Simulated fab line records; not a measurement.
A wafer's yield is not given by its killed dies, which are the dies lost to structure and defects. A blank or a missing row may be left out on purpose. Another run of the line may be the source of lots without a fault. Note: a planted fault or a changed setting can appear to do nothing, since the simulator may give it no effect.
fab line records	flow n5-finfet
record: lots: 3	wafers: 8	last-day: 16
route steps=1938 shown PMOS_HMC_CHANNEL_EPI@57 PASSIVATION@1936
lots with no fault: from the same line, run without faults
start-h: hours from the record's opening day to when the first of the lot's shown wafers began	wait-h: hours since the lot's step before	" as in the row above	L1.1+2: a row that stands for several wafers	- no value present, or no start provided	* or withheld: withheld	< > ~ a bound
route shown NAME@n: NAME is a module with steps in the file, n the number in the route of the first one	usual: average and standard deviation across the fault-free wafers	same: alike in all rows	chamber/n: place in a boat	sites: per-site readings	_std_site: their standard deviation	_edge_site: outer sites' mean less inner sites'	radius-mm: how far each site lies from the wafer's centre	mask NAME#n: copy n	behind: the tool/chamber that last shaped the wafer	hold: reason for holding the lot/hours on hold/outcome of the hold	device: the transistor (n, p or np) that didn't switch	end of line: the tests these same wafers got at the end of their route	a step with no rows: only its recipe	killed: not the wafer's yield, but the dies lost to structure and defects at the first sort	map: dies across one wafer; x = killed, . = not, _ = none there
set.NAME: the run value of the setting; set.NAME@STEP: its run value at that earlier step	model.NAME: the simulator's own value behind a step, which no gauge read
lots at some steps of the route; a table a step, a row a wafer
services: a tool's chamber out of use, with start hour (start-h, from the record's first day; less than 0 if before it), hours out, and reason
== steps ==
step: N5_PMOS_HMC_CHANNEL_EPI_HM_DEP_34
recipe: material: SiO2	target-thk-a: 360	temp-c: 400	precursor: TEOS/O2	pressure-torr: 6.5	rf-w: 900	teos-flow-sccm: 161.4	gas: O2	flow-sccm: 2650	time-s: 6.9
step: N5_PMOS_HMC_CHANNEL_EPI_COAT_31
recipe: resist: BARC	temp-c: 205	time-s: 60	spin-rpm: 1500	resist-thk-nm: 66
step: N5_PMOS_HMC_CHANNEL_EPI_COAT_03
recipe: resist: CAR-ArF-block	spin-rpm: 1500	resist-thk-nm: 205
step: N5_PMOS_HMC_CHANNEL_EPI_EBR_05
recipe: solvent: PGMEA	ebr-width-mm: 1.5
step: N5_PMOS_HMC_CHANNEL_EPI_SOFTBAKE_04
recipe: temp-c: 110	time-s: 60	resist: CAR-ArF-block
step: N5_PMOS_HMC_CHANNEL_EPI_EXPOSE_06
recipe: mask-id: PMOS_HMC_BLK	na: 1.35	source-shape: conventional	sigma-outer: 0.8	polarization: unpolarized	target-cd-nm: 240	dose-mj: 41
step: N5_PMOS_HMC_CHANNEL_EPI_PEB_07
recipe: peb-temp-c: 110	peb-time-s: 60	resist: CAR-ArF-block
step: N5_PMOS_HMC_CHANNEL_EPI_DEVELOP_08
recipe: develop-time-s: 30	developer: TMAH	resist: CAR-ArF-block	dev-temp-c: 23	rinse-liquid: diw	dry: air-spin
step: N5_PMOS_HMC_CHANNEL_EPI_DESCUM_14
recipe: chemistry: O2	time-s: 7.9	source-power-w: 50	bias-power-w: 20	pressure-mtorr: 20	rf-frequency-hz: 2.712e+07	temp-c: 40	resist: CAR-ArF-block	o2-flow-sccm: 225
step: N5_PMOS_HMC_CHANNEL_EPI_ETCH_32
recipe: chemistry: N2/H2	target: BARC	stop-on: SiO2	target-depth-a: 858	over-etch-frac: 0.3	time-s: 50.3	ion-energy-ev: 200	mask-material: CAR-ArF-block	pressure-mtorr: 30	source-w: 840	bias-w: 150	n2-flow-sccm: 200	h2-flow-sccm: 200
usual: chamber-pressure-mTorr: 30.001/0.026	drypump-motor-current-A: 5.7/0.33	oes-product-au: 0.65/0.059	rf-vpp-V: 524.4/2	showerhead-plenum-p-Torr: 2.56/0.068	throttle-valve-pct: 17.87/0.22
lot.wafer	tool	chamber	start-h	wait-h	chamber-pressure-mTorr	drypump-motor-current-A	oes-product-au	rf-hours-counter-h	rf-vpp-V	showerhead-plenum-p-Torr	throttle-valve-pct	model.CAR-ArF-block_of_PMOS_HMC_CHANNEL_EPI_COAT_03.thk-nm	model.etch.depth-nm	model.PMOS_HMC_CHANNEL_EPI.cd-nm
L417.1	rie-diel-01	2	29.55	0.0	30.077	5.4	0.62	198	523.7	2.53	18.29	132.7	66.06	239.2
L417.4	"	0	"	"	29.987	5.3	0.76	23	525.0	2.58	17.63	130	66.18	242.6
L417.6	"	3	"	"	29.994	5.7	0.67	-	520.5	2.46	17.67	132.4	66.1	240.8
L426.4	rie-diel-01	1	83.50	0.0	29.969	5.5	0.59	-	523.3	2.54	17.77	156.7	54.74	238.6
L426.5	"	3	"	"	29.990	5.7	0.58	-	520.4	2.45	17.69	158.2	53.55	236.6
L432.4	rie-diel-05	1	119.99	0.0	30.019	5.3	0.66	128	524.0	2.56	17.61	132.9	65.87	238.9
L432.5	"	0	"	"	29.919	5.4	0.82	-	528.2	2.72	17.68	133.1	65.84	239.3
L432.6	"	1	"	"	29.999	5.2	0.66	-	523.9	2.56	17.62	133.2	65.94	237.4
step: N5_PMOS_HMC_CHANNEL_EPI_HM_OPEN_15
recipe: chemistry: CHF3/O2	target: SiO2	mask-material: CAR-ArF-block	target-depth-a: 406	CHF3_flow_sccm: 50	O2_flow_sccm: 5	Ar_flow_sccm: 200	time-s: 20.3	pressure-mtorr: 30	source-w: 650	bias-w: 170	ion-energy-ev: 200
usual: chamber-pressure-mTorr: 30.005/0.029	drypump-motor-current-A: 5.7/0.33	oes-product-au: 0.75/0.075	rf-vpp-V: 523/11	showerhead-plenum-p-Torr: 2.43/0.067	throttle-valve-pct: 18.92/0.26
lot.wafer	tool	chamber	start-h	wait-h	chamber-pressure-mTorr	drypump-motor-current-A	oes-product-au	rf-hours-counter-h	rf-vpp-V	showerhead-plenum-p-Torr	throttle-valve-pct	model.CAR-ArF-block_of_PMOS_HMC_CHANNEL_EPI_COAT_03.thk-nm
L417.1	rie-diel-01	2	29.60	0.0	29.976	5.4	0.72	198	533	2.41	19.35	92.5
L417.4	"	0	"	"	30.020	5.3	0.89	23	506	2.46	18.82	89.96
L417.6	"	3	"	"	30.026	5.7	0.78	-	533	2.31	18.56	91.9
L426.4	rie-diel-01	1	83.55	0.0	29.975	5.5	0.77	-	534	2.41	18.80	116.3
L426.5	"	3	"	"	29.986	5.6	0.76	-	532	2.30	18.60	117.8
L432.4	rie-diel-05	1	120.03	0.0	30.044	5.2	0.76	128	516	2.42	18.60	92.48
L432.5	"	0	"	"	29.992	5.4	0.95	-	518	2.59	18.84	92.32
L432.6	"	1	"	"	29.971	5.2	0.77	-	517	2.42	18.61	92.54
step: N5_PMOS_HMC_CHANNEL_EPI_STRIP_33
recipe: chemistry: N2/H2	power-w: 500	temp-c: 40	pressure-mtorr: 50	rf-frequency-hz: 6e+07	overash-fraction: 0.3	bias-power-w: 8	h2-frac: 0.5	n2-flow-sccm: 300	h2-flow-sccm: 300
step: N5_PMOS_HMC_CHANNEL_EPI_STRIP_17
recipe: chemistry: SPM	time-s: 750	temp-c: 130	h2so4-h2o2-vol-ratio: 4	dry: ipa-marangoni
step: N5_PMOS_HMC_CHANNEL_EPI_ETCH_38
recipe: chemistry: CF4	target: SiO2	target-depth-a: 15	ion-energy-ev: 350	pressure-mtorr: 10	icp-w: 800	bias-w: 400	cf4-flow-sccm: 80
step: N5_PMOS_HMC_CHANNEL_EPI_FIN_RECESS_16
recipe: chemistry: HBr/Cl2	target: Si	mask-material: SiO2	target-depth-a: 540	time-s: 18	pressure-mtorr: 10	icp-w: 800	bias-w: 75	HBr_flow_sccm: 150	Cl2_flow_sccm: 80
usual: chamber-pressure-mTorr: 10.000/0.0087	drypump-motor-current-A: 5.7/0.52	mfc-cl2-sccm: 79.99/0.26	oes-product-au: 1.009/0.019	throttle-valve-pct: 35.4/0.39
lot.wafer	tool	chamber	start-h	wait-h	chamber-pressure-mTorr	drypump-motor-current-A	mfc-cl2-sccm	oes-product-au	rf-hours-counter-h	throttle-valve-pct	model.PMOS_HMC_CHANNEL_EPI.cd-nm
L417.1	rie-si-01	3	29.98	0.0	9.991	5.0	79.83	0.990	161	35.1	239.1
L417.4	"	0	"	"	9.992	6.2	80.12	0.999	64	35.7	242.7
L417.6	"	0	"	"	10.008	6.2	80.07	0.997	-	35.6	240.8
L426.4	rie-si-03	2	83.94	0.0	9.989	5.5	80.07	1.000	-	36.1	238.6
L426.5	"	0	"	"	10.003	6.3	79.38	1.024	-	35.1	236.6
L432.4	rie-si-03	1	120.41	0.0	10.006	5.3	79.91	1.025	76	36.1	239.1
L432.5	"	0	"	"	10.007	6.3	80.02	1.027	-	35.1	239.3
L432.6	"	3	"	"	9.990	4.9	79.80	1.035	-	35.1	237.3
step: N5_PMOS_HMC_CHANNEL_EPI_PRECLEAN_36
recipe: chemistry: O3/DIW	time-s: 45	temp-c: 22	o3-ppm: 10
step: N5_PMOS_HMC_CHANNEL_EPI_PRECLEAN_18
recipe: chemistry: DHF	time-s: 30	temp-c: 25	dilution: withheld
step: N5_PMOS_HMC_CHANNEL_EPI_SRD_19
recipe: dry: ipa-marangoni	do-ppb: 5	time-s: 30	temp-c: 23	rinse-liquid: diw
step: N5_PMOS_HMC_CHANNEL_EPI_EPI_20
recipe: material: SiGe30	mask-material: SiO2	pressure-torr: 20	target-thk-a: 590	temp-c: 600
step: N5_PMOS_HMC_CHANNEL_EPI_HM_STRIP_35
recipe: chemistry: dHF	temp-c: 25	material: SiO2	target: SiO2	target-depth-a: 396	time-s: 216
step: N5_PMOS_HMC_CHANNEL_EPI_SRD_39
recipe: dry: ipa-marangoni	time-s: 30	temp-c: 23	rinse-liquid: diw
step: N5_PMOS_HMC_CHANNEL_EPI_CMP_21
recipe: material: SiGe30	post-cmp-clean: alkaline-brush	target-thk-nm: 54
step: N5_PMOS_HMC_CHANNEL_EPI_PRECLEAN_40
recipe: chemistry: DHF	time-s: 30	temp-c: 25	dilution: withheld
step: N5_PMOS_HMC_CHANNEL_EPI_PRECLEAN_37
recipe: chemistry: O3/DIW	time-s: 45	temp-c: 22	o3-ppm: 10
step: N5_PMOS_HMC_CHANNEL_EPI_PRECLEAN_24
recipe: chemistry: DHF	time-s: 30	temp-c: 25	dilution: withheld
step: N5_PMOS_HMC_CHANNEL_EPI_SRD_25
recipe: dry: ipa-marangoni	do-ppb: 5	time-s: 30	temp-c: 23	rinse-liquid: diw
step: N5_PMOS_HMC_CHANNEL_EPI_EPI_26
recipe: material: Si	target-thk-a: 38	temp-c: 650	precursor: SiH4/H2	pressure-torr: 20	time-s: 22.7
step: N5_PASSIVATION_PROBE_49
usual: defect-limited-yield: 91.0/1.5	killed_at_M0_to_M3: 33/9.4	killed_at_M4_up: 14/4.8	killed-at-contacts: 13/7.3	killed-at-front-end: 43/13	killed-at-other: 3.6/2.9	killed-dies: 106/18	killed-on-rim: 14/4.2	killed-open: 69/13	killed-short: 35/8.2	sort_bin_5_function: 5.3/1	sort_bin_6_memory: 3.3/0.68	sort-n-pass: 1074/18	sort-yield-pct: 91.0/1.5
same: gross-dies: 1180	killed-at-back-side: 0	sort_bin_4_leakage[%]: 0	sort_bin_8_speed[%]: 0
lot.wafer	tool	chamber	start-h	wait-h	defect-limited-yield[%]	killed_at_M0_to_M3	killed_at_M4_up	killed-at-contacts	killed-at-front-end	killed-at-other	killed-dies	killed-on-rim	killed-open	killed-short	sort_bin_5_function[%]	sort_bin_6_memory[%]	sort-n-pass	sort-yield-pct[%]
L417.1	prober-02	-	290.21	0.0	90.0	41	17	4	55	1	118	16	81	37	6.4	3.3	1062	90.0
L417.4	prober-02	-	290.36	0.2	90.3	41	7	24	42	0	114	9	76	37	5.3	4.2	1066	90.3
L417.6	prober-02	-	290.46	0.3	90.8	38	15	17	36	2	108	15	68	36	5.0	3.5	1072	90.8
L426.4	prober-02	-	345.23	0.2	6.2	40	14	1	1050	2	1107	138	50	33	90.8	2.6	73	6.2
L426.5	prober-02	-	345.28	0.2	1.3	43	9	6	1101	6	1165	152	59	36	95.6	2.7	15	1.3
killed by level:class
L417.1 BEOL_M2:geometric-particle:open=11 GATE_CUT:geometric-particle:open=9 BEOL_M0_SAQP:geometric-particle:short=9 BEOL_M1:geometric-particle:open=9 BEOL_M5:geometric-particle:open=9 FIN_SAQP:geometric-particle:short=8 STI_FIN_REVEAL:geometric-particle:open=8 GATE_CUT:geometric-particle:short=6
L417.4 MOL_CONTACT_COAG:geometric-particle:open=22 STI_FIN_REVEAL:geometric-particle:open=11 BEOL_M2:geometric-particle:open=11 GATE_CUT:geometric-particle:short=9 DUMMY_GATE:geometric-particle:open=6 BEOL_M1:geometric-particle:short=6 BEOL_M2:geometric-particle:short=6 STI_FIN_REVEAL:geometric-particle:short=4
L417.6 MOL_CONTACT_COAG:geometric-particle:open=11 BEOL_M2:geometric-particle:open=9 GATE_CUT:geometric-particle:short=8 BEOL_M0_SAQP:geometric-particle:open=8 FIN_SAQP:geometric-particle:open=7 MOL_CONTACT_COAG:geometric-particle:short=6 GATE_CUT:geometric-particle:open=5 BEOL_M1:geometric-particle:open=5
L426.4 PMOS_HMC_CHANNEL_EPI:area-etch=1023 BEOL_M0_SAQP:geometric-particle:short=11 FIN_SAQP:geometric-particle:open=8 BEOL_M0_SAQP:geometric-particle:open=8 BEOL_M4:geometric-particle:open=7 BEOL_M2:geometric-particle:open=4 BEOL_M1:geometric-particle:open=4 FIN_SAQP:geometric-particle:short=3
L426.5 PMOS_HMC_CHANNEL_EPI:area-etch=1068 FIN_SAQP:geometric-particle:open=8 BEOL_M2:geometric-particle:open=8 BEOL_M0_SAQP:geometric-particle:open=7 BEOL_M0_SAQP:geometric-particle:short=6 BEOL_M0:geometric-particle:open=6 GATE_CUT:geometric-particle:short=5 BEOL_M1:geometric-particle:short=5
map L426.5 (x killed, . not)
_________________xxxxxxxxxxxx________________
______________xxxxxxxxxxxxxxxxxx_____________
___________xxxxxxxxxxxxxxxxxxxxxxxx__________
__________xxxxxxxxxxxxxxxxxxxxxxxxxx_________
________xxxxxxxxxxxxxxxxxxxxxxxxxxxxxx_______
_______xxxxxxxxxxxxxxxxxx.xxxxxxxxxxxxx______
______xxxxxxxxxxxxxxxxxxxxxxxxxxxxxxxxxx_____
_____xxxxxxxxxxxxxxxxxxxxxxxxxxxxxxxxxxxx____
____xxxxxxxxxxxxxxxxxxxxxxxxxxxxxxxxxxxxxx___
___xxxxxxxxxxxxxxxxxxxxxxxxxxxxxx.xxxxxxxxx__
___xxxxxxxxxxxxxxxxxxxxxxxxxxxxxxxxxxxxxxxx__
__xxxxxxxxxxxxxxxxxxxxxxxxx.xxxxxx..xxxxxxxx_
__xxxxxxxxxxxxxxxxxxxxxxxxx.xxxx.xxxxxxxxxxx_
_xxxxxxxxxxxxxxxxxxxxxxxxx.xxxx.xxxxxxxxxxxxx
_xxxxxxxxxxxxxxxxxxxxxxxxxxxxxx.xxxxxxxxxxxxx
_xxxxxxxxxxxxxxxxxxxxxxxxxxx..xxxxxxxxxxxxxxx
_xxxxxxxxxxxxxxxxxxxxxxxxxxxxxx.xxxxxxxxxxxxx
_xxxxxxxxxxxxxxxxxxxxxxxxxxxxxxxxxxxxxxxxxxxx
_xxxxxxxxxxxxxxxxxxxxxxxxxxxxxxxxxxxxxxxxxxxx
_xxxxxxxxxxxxxxxxxxxxxxxxxxxxxxxx.xxxxxxxxxxx
_xxxxxxxxxxxxxxxxxxxxxxxxxxxxxxxxxxxxxxxxxxxx
__xxxxxxxxxxxxxxxxxxxxxxxxxxxxxxxxxxxx.xxxxx_
__xxxxxxxxxxxxxxxxxxxxxxxxxxxxxxxxxxxxxxxxxx_
___xxxxxxxxxxxxxxxxxxxxxxxxxxxxxxxxxxxxxxxx__
___xxxxxxxxxxxxxxxxxxxxxxxxxxxxxxxxxxxxxxxx__
____xxxxxxxxxxxxxxxxxxxxxxxxxxxxxxxxxxxxxx___
_____xxxxxxxxxxxxxxxxxxxxxxxxxxxxxxxxxxxx____
______xxxxxxxxxxxxxxxxxxxxxxxxxxxxxxxxxx_____
_______xxxxxxxxxxxxxxxxxxxxxxxxxxxxxxxx______
________xxxxxxxxxxxxxxxxxxxxxxxxxxxxxx_______
__________xxxxxxxxxxxxxxxxxxxxxxxxxx_________
___________xxxxxxxxxxxxxxxxxxxxxxxx__________
______________xxxxxxxxxxxxxxxxxx_____________
_________________xxxxxxxxxxxx________________
map L417.1 (x killed, . not)
_________________............________________
______________......x..x..x....._____________
___________.......x..........x.....__________
__________.....x...x..x........xx..._________
________..........................x.x._______
_______...x....x...................x...______
______..x..............................x_____
_____.........x....x.....x............x..____
____....................................x.___
___.....x.x.......................x..x..x..__
___........x...........xx..xx..............__
__.........x.................x..x...x..x...._
__..x..............x...............x.x..x..._
_........x.x......x..x..x..x.................
_.........x...........................x......
_.....x......x.........x.......x..........x..
_.............x....................x.........
_...x.......................x....x...........
_........x..........x........................
_x...........x...............x...............
_....x...x....................x.........x....
__....................xx.......x.........x.x_
__xx.x.....................x..x.......x..xx._
___x.....x.x...x............x..............__
___..x.......x...x.x.x............x........__
____.x...............x...................x___
_____..........x..x........x.............____
______.x..x......x...x.................._____
_______........x..........x......x.....______
________.....................x........_______
__________.x.......x......x.x......._________
___________.........x.x..........xx__________
______________.....x...x........_____________
_________________.....x......________________
== services ==
tool	chamber	start-h	hours	kind
rie-si-03	1	13.57	72.1	repair
rie-diel-05	0	20.63	4.3	repair
rie-diel-05	2	23.39	13.6	repair
rie-si-03	3	44.41	8.1	repair
rie-si-01	-	46.72	2.8	pm
rie-si-01	-	55.32	0.2	repair
rie-si-01	0	68.64	44.9	repair
rie-diel-05	0	75.31	-	clean
rie-diel-05	0	75.31	-	consumable-replace:focus-ring
rie-diel-05	0	75.31	-	consumable-replace:showerhead
rie-diel-05	0	75.31	33.0	scheduled-down
rie-diel-05	0	75.31	33.0	vent-cycle
rie-diel-01	0	83.15	5.0	repair
rie-diel-01	0	97.10	6.9	repair
rie-si-01	2	111.18	8.4	repair
== key ==
first-sign: step: N5_PASSIVATION_PROBE_49	reading: sort_bin_5_function	direction: up	sigmas: 87	usual: 5.3	struck: 93.2
effect: step: N5_PASSIVATION_PROBE_49	reading: killed-at-front-end	direction: up	sigmas: 79	usual: 43	struck: 1076
model-effect: step: N5_PMOS_HMC_CHANNEL_EPI_ETCH_32	value: CAR-ArF-block_of_PMOS_HMC_CHANNEL_EPI_COAT_03.thk-nm	without: 132.8	struck: 157.4
model-effect: step: N5_PMOS_HMC_CHANNEL_EPI_HM_OPEN_15	value: CAR-ArF-block_of_PMOS_HMC_CHANNEL_EPI_COAT_03.thk-nm	without: 92.44	struck: 117.1
model-effect: step: N5_PMOS_HMC_CHANNEL_EPI_FIN_RECESS_16	value: PMOS_HMC_CHANNEL_EPI.cd-nm	without: 241.1	struck: 237.6
more-kills-born-at: N5_PMOS_HMC_CHANNEL_EPI_ETCH_32@rie-diel-01: 2091
met-at N5_PMOS_HMC_CHANNEL_EPI_ETCH_32
struck-wafers L426.4,L426.5
later-rows-left-out L426.4,L426.5
onset-between 29.55 83.50
also-fits N5_PMOS_HMC_CHANNEL_EPI_HM_OPEN_15:rie-diel-01
fault: kind: process-parameter-drift	tool: rie-diel-01	chamber: -	onset-h: 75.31	steps: N5_PMOS_HMC_CHANNEL_EPI_ETCH_32	channel: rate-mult	offset: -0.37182	shape: step	end-h: 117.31	scope: struck-wafers-only
later-rows-left-out: the simulator's readings of these wafers behind a module that went badly wrong aren't trusted and aren't shown, but for the sort
